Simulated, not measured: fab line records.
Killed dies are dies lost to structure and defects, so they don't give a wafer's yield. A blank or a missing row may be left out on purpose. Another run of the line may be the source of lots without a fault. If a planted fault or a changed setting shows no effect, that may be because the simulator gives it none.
Chamber matching -- flow nand-harc -- NHARC_A_STAIRCASE_DESCUM_219 on rie-diel-09: 4 sister chambers
The step chemistry O2, time 3 s. 4 wafers are shown with their chamber, then 10 later ones without.

WAFERS PAIRED WITH THEIR CHAMBERS
wafer,chamber,showerhead-plenum-p-Torr (Torr)
L084.2,2,1.89
L090.3,0,1.91
L090.6,1,1.88
L093.4,3,2.06

WAFERS MISSING THEIR CHAMBER
wafer,showerhead-plenum-p-Torr (Torr)
L093.5,1.88
L092.1,2.06
L092.2,1.88
L092.6,1.90
L091.3,1.90
L091.4,1.90
L091.5,2.06
L096.1,2.06
L096.3,1.89
L096.4,1.88

WHICH CHAMBER EACH ONE RAN IN
wafer,from the rows above,in truth
L093.5,can't be placed: 1 or 2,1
L092.1,3,3
L092.2,can't be placed: 1 or 2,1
L092.6,can't be placed: 0 or 2 or 1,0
L091.3,can't be placed: 0 or 2 or 1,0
L091.4,can't be placed: 0 or 2 or 1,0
L091.5,3,3
L096.1,3,3
L096.3,can't be placed: 2 or 1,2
L096.4,can't be placed: 1 or 2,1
Placed correctly: 3 of 10. Can't be placed from these rows: 7 (the true chamber is among the candidates in 7). Wrongly placed: 0.
How it was worked out, from the rows above alone: a wafer's distance from a chamber is the root of the sum, over the readings, of the square of ((its reading less the chamber's mean) divided by the reading's scatter). The wafer belongs to the nearest chamber; if the next one is less than 2 further off, it can't be placed. Each chamber's mean is taken over the wafers shown for it. The scatter: root of mean squared gap, hidden wafer to nearest shown wafer, with one shown wafer a chamber.
